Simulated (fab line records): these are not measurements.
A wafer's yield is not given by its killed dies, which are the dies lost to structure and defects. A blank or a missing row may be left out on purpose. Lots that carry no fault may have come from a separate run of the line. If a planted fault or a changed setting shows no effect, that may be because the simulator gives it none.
Which of the tools did it? ; flow n5Finfet ; Sampling: 12 lots, 36 wafers, 6 of 1938 route steps

## WHAT THE GAUGES READ, wafer by wafer
N5_BEOL_M2_CD_MEAS_18: pitch 36 nm, target cd 18 nm.
lot;measured;on;cdNm (nm)
L075;day 6 16:45;cdSem-01;18.18 18.46 18.34
L077;day 7 09:25;cdSem-03;17.84 17.79 17.82
L079;day 7 22:46;cdSem-03;18.15 18.49 18.07
L082;day 8 20:34;cdSem-03;18.62 18.40 17.98
L080;day 9 04:08;cdSem-01;18.24 18.17 18.41
L085;day 9 09:26;cdSem-02;17.99 18.02 17.98
L087;day 9 18:55;cdSem-02;18.13 17.85 18.42
L089;day 10 09:14;cdSem-02;18.05 17.64 17.90
L090;day 11 00:32;cdSem-01;18.32 17.72 18.22
L093;day 11 02:31;cdSem-03;18.10 18.06 17.75
L096;day 12 01:14;cdSem-02;18.33 18.34 18.38
L097;day 12 09:31;cdSem-03;18.46 18.48 18.66

## TOOL THAT RAN EACH LOT (tool first, then ch and the chambers of the sampled wafers, then the start)
lot;N5_BEOL_M1_SURFACE_TREAT_85;N5_BEOL_M1_ANNEAL_89;N5_BEOL_M1_SPUTTER_90;N5_BEOL_M1_ANNEAL_91;N5_BEOL_M1_SPUTTER_94
L075;pvdSputter-01, day 6 08:50;pvdSputter-03, day 6 11:19;pvdSputter-03, day 6 11:28;pvdSputter-03, day 6 11:32;pvdSputter-03, day 6 11:54
L077;pvdSputter-02, day 7 04:36;pvdSputter-02, day 7 06:10;pvdSputter-02, day 7 06:18;pvdSputter-02, day 7 06:23;pvdSputter-02, day 7 06:44
L079;pvdSputter-02, day 7 16:31;pvdSputter-02, day 7 17:49;pvdSputter-02, day 7 17:58;pvdSputter-02, day 7 18:02;pvdSputter-02, day 7 18:24
L082;pvdSputter-01, day 8 14:44;pvdSputter-02, day 8 16:14;pvdSputter-02, day 8 16:23;pvdSputter-02, day 8 16:28;pvdSputter-02, day 8 16:49
L080;pvdSputter-03, day 8 21:21;pvdSputter-03, day 8 22:34;pvdSputter-03, day 8 22:43;pvdSputter-03, day 8 22:47;pvdSputter-03, day 8 23:09
L085;pvdSputter-01, day 9 02:56;pvdSputter-01, day 9 04:10;pvdSputter-01, day 9 04:19;pvdSputter-01, day 9 04:23;pvdSputter-01, day 9 04:45
L087;pvdSputter-02, day 9 13:05;pvdSputter-02, day 9 14:19;pvdSputter-02, day 9 14:28;pvdSputter-02, day 9 14:32;pvdSputter-02, day 9 14:54
L089;pvdSputter-01, day 10 03:09;pvdSputter-01, day 10 04:33;pvdSputter-01, day 10 04:41;pvdSputter-01, day 10 04:46;pvdSputter-01, day 10 05:08
L090;pvdSputter-01, day 10 17:32;pvdSputter-01, day 10 18:43;pvdSputter-01, day 10 18:51;pvdSputter-01, day 10 18:56;pvdSputter-01, day 10 19:17
L093;pvdSputter-03, day 10 21:25;pvdSputter-01, day 10 22:37;pvdSputter-01, day 10 22:45;pvdSputter-01, day 10 22:50;pvdSputter-01, day 10 23:11
L096;pvdSputter-01, day 11 18:20;pvdSputter-01, day 11 19:31;pvdSputter-01, day 11 19:39;pvdSputter-01, day 11 19:44;pvdSputter-01, day 11 20:05
L097;pvdSputter-01, day 12 03:31;pvdSputter-03, day 12 04:46;pvdSputter-03, day 12 04:54;pvdSputter-03, day 12 04:59;pvdSputter-03, day 12 05:20
- N5_BEOL_M1_SURFACE_TREAT_85
- N5_BEOL_M1_ANNEAL_89: time 240 s.
- N5_BEOL_M1_SPUTTER_90: material Cu, target thk 4.5 nm, time 8.29 s.
- N5_BEOL_M1_ANNEAL_91: time 240 s.
- N5_BEOL_M1_SPUTTER_94: material Cu, target thk 4.5 nm, time 8.29 s.

## THE ANSWER, worked out from the rows above alone
Rule: the usual values come from the lots themselves. Put in order of their means at a reading, lots are off if they are a third of the lots or fewer, leave a main group of 4 or more, and stand apart from it by a gap of 3 or more times the standard deviation of the main group's means; of several such gaps the widest counts. A main group is skipped when, at the precision printed for the reading in the tables above, its means are all equal. Also off: a lot with no number at a reading for which 4 or more lots have one. Where the step has rows for the other lots, those lots are counted as sound.
Across all readings shown, no lot is off: no conclusion can be drawn from this.

## WHAT HAD BEEN PUT IN BY THE SIMULATOR
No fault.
